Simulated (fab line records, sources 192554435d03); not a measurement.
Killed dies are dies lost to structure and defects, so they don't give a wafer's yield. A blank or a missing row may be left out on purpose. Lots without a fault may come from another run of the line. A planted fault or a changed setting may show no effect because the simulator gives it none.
A struck lot beside a sound one | flow n5_finfet | 40 steps out of a route of 1938
Sound: wafers L469.3, L469.4, L469.6. Struck: wafer L454.4. (L454.2 of the same lot was not struck and is left out.) The cause comes at the end.
At each step with rows: each side's tool, then ch and its chambers, then its first start. Under that, the readings that differ: sound wafers | struck wafers | difference of the means | sigmas: that difference in standard deviations of wafers without a fault.
alike: readings whose means differ by less than 2 such deviations, and words and numbers that are the same on both sides. not compared: withheld readings, readings that some wafer has no value for, bounds like >300 that may hide the same value, and numbers for which the record gives no deviation and whose values overlap.
The two part at a step that has a row with sigmas, a row that says differs or no value, or rows on one side only. Numbers that don't overlap but have no deviation are shown without sigmas and don't part them. A reading that every wafer of one side lacks parts them only if that side has two wafers or more.

first, 11 steps without rows for these wafers: N5_HKMG_FIN_STRIP_60 (strips in N2/H2, time 360 s); N5_HKMG_FIN_WET_ETCH_77 (etches La2O3 in dHCl, stops on HfO2, target depth 2 nm); N5_HKMG_FIN_WET_ETCH_78 (etches Al2O3 in dNH4OH, stops on La2O3, target depth 4.5 nm, rinse time 30 s); N5_HKMG_FIN_ALD_79 (deposits TiN, target thk 1.5 nm, pulse time 1 s, purge time 3 s); N5_HKMG_FIN_CVD_62 (deposits a-Si from Si2H6, target thk 3 nm, time 20.8 s); N5_HKMG_FIN_RTA_80 (time 2 s); N5_HKMG_FIN_PRECLEAN_64 (cleans in dHF, time 30 s); N5_HKMG_FIN_WET_ETCH_65 (etches a-Si in TMAH, stops on TiN, time 49 s, target depth 3 nm); N5_HKMG_FIN_WET_ETCH_81 (etches TiN in SC1, stops on HfO2, time 57 s, target depth 6 nm); N5_HKMG_FIN_WET_ETCH_82 (etches La2O3 in dHCl, stops on HfO2, target depth 2 nm, rinse time 30 s); N5_HKMG_FIN_ALD_36 (deposits TiN, target thk 1 nm, pulse time 1 s, purge time 3 s).
N5_HKMG_FIN_PWFM_ALD_03: deposits TiN, target thk 2 nm, pulse time 1 s, purge time 3 s.
  sound on ald_metal-04 ch 1, day 9 15:55; struck on ald_metal-02 ch 3, day 5 22:06
  reading                                       | sound    | struck | difference | sigmas
  ald_cycles                                    | 91 91 91 | 127    | +36        |
  model.TiN_of_HKMG_FIN_PWFM_ALD_03.thk_nm (nm) | 2 2 2    | 2.8    | +0.8       |
  alike: heater_power_w, precursor_pulse_height_rel
  not compared: since_wet_clean_h
then, 26 steps without rows for these wafers: N5_HKMG_FIN_COAT_29 (time 60 s, resist thk 300 nm); N5_HKMG_FIN_COAT_30 (time 60 s, resist thk 35 nm); N5_HKMG_FIN_COAT_06 (resist thk 90 nm); N5_HKMG_FIN_EBR_08; N5_HKMG_FIN_SOFTBAKE_07 (time 60 s); N5_HKMG_FIN_EXPOSE_09 (exposes mask NWFM); N5_HKMG_FIN_PEB_10 (peb time 60 s); N5_HKMG_FIN_DEVELOP_11 (develop time 30 s); N5_HKMG_FIN_DESCUM_17 (chemistry O2, time 7.9 s); N5_HKMG_FIN_ETCH_31 (etches SiARC in CF4, target depth 45.5 nm, time 75.8 s); N5_HKMG_FIN_ETCH_32 (etches SOC in N2/H2, target depth 240 nm, time 300 s); N5_HKMG_FIN_STRIP_33 (strips in N2/H2); N5_HKMG_FIN_STRIP_34 (strips in CF4); N5_HKMG_FIN_ETCH_35 (etches SOC in N2/H2, target depth 215.8 nm, time 243.4 s); N5_HKMG_FIN_STRIP_92 (strips SOC in N2/H2, time 20 s); N5_HKMG_FIN_WET_ETCH_18 (etches TiN in SC1, time 55 s, target depth 5.2 nm, rinse time 30 s); N5_HKMG_FIN_STRIP_19 (strips in N2/H2, time 360 s); N5_HKMG_FIN_ALD_91 (deposits TiN, target thk 1 nm, pulse time 1 s, purge time 3 s); N5_HKMG_FIN_COAT_85 (time 60 s, resist thk 300 nm); N5_HKMG_FIN_ETCH_86 (etches SOC in N2/H2, stops on TiN, target depth 393.2 nm); N5_HKMG_FIN_STRIP_89 (strips SOC in N2/H2, time 20 s); N5_HKMG_FIN_WET_ETCH_87 (etches TiN in SC1, time 154.2 s, target depth 4.7 nm, rinse time 30 s); N5_HKMG_FIN_STRIP_88 (strips in N2/H2, time 360 s); N5_HKMG_FIN_NWFM_ALD_20 (deposits TiAlC, target thk 2 nm, pulse time 3 s, purge time 2 s); N5_HKMG_FIN_ALD_71 (deposits TiN, target thk 1 nm, pulse time 1 s, purge time 3 s); N5_HKMG_FIN_COAT_66 (time 60 s, resist thk 300 nm).
-- the record jumps here: 4 days lie between the struck wafers' starts before and after (it left off in module HKMG_FIN and takes up again in module BEOL_M4, whose first step shown is number 1111 of the route) --
N5_BEOL_M4_RC_MEAS_101:
  sound on prober-02 ch 0, day 14 08:02; struck on prober-02 ch 0, day 10 07:37
  reading             | sound                      | struck   | difference | sigmas
  IOFF_P (nA/um)      | 0.19 0.19 0.23             | 0.47     | +0.27      | +7
  IOFF_P_85C (nA/um)  | 3.3 3.2 3.8                | 7.3      | +3.9       | +7
  IOFF_P_LIN (nA/um)  | 0.093 0.090 0.106          | 0.228    | +0.132     | +10
  IOFF_P_LONG (nA/um) | 0.000115 0.000116 0.000114 | 0.000184 | +0.000069  | +8
  ION_P (uA/um)       | 459 464 462                | 499      | +37        | +5
  VT_P (mV)           | -253.7 -252.5 -249.5       | -224.5   | +27.4      | +9
  VT_P_LONG (mV)      | -273.8 -272.4 -276.0       | -251.9   | +22.2      | +9
  VT_P_LVT (mV)       | -98.7 -99.5 -97.9          | -74.8    | +23.9      | +9
  alike: DIBL_N, DIBL_P, IOFF_N, ION_N, SS_N, SS_P, VT_N
-- the record jumps here: 5 days lie between the struck wafers' starts before and after (it left off in module BEOL_M4 and takes up again in module PASSIVATION, whose first step shown is number 1936 of the route) --
N5_PASSIVATION_PROBE_49:
  sound on prober-02, day 19 06:39; struck on prober-02, day 14 22:49
  reading                | sound          | struck | difference | sigmas
  sort_bin_4_leakage (%) | 0 0 0          | 3.81   | +3.81      | +99 or more
  sort_n_pass            | 1075 1085 1078 | 1042   | -37        | -2
  sort_yield_pct (%)     | 91.1 91.9 91.4 | 88.3   | -3.2       | -2
  alike: defect_limited_yield, killed_at_M0_to_M3, killed_at_M4_up, killed_at_contacts, killed_at_front_end, killed_at_other, killed_dies, killed_on_rim, killed_open, killed_short, sort_bin_5_function, sort_bin_6_memory

WHERE THEY PART
First at N5_BEOL_M4_RC_MEAS_101; last, within this record, at N5_PASSIVATION_PROBE_49.

WHY: what the simulator had put in
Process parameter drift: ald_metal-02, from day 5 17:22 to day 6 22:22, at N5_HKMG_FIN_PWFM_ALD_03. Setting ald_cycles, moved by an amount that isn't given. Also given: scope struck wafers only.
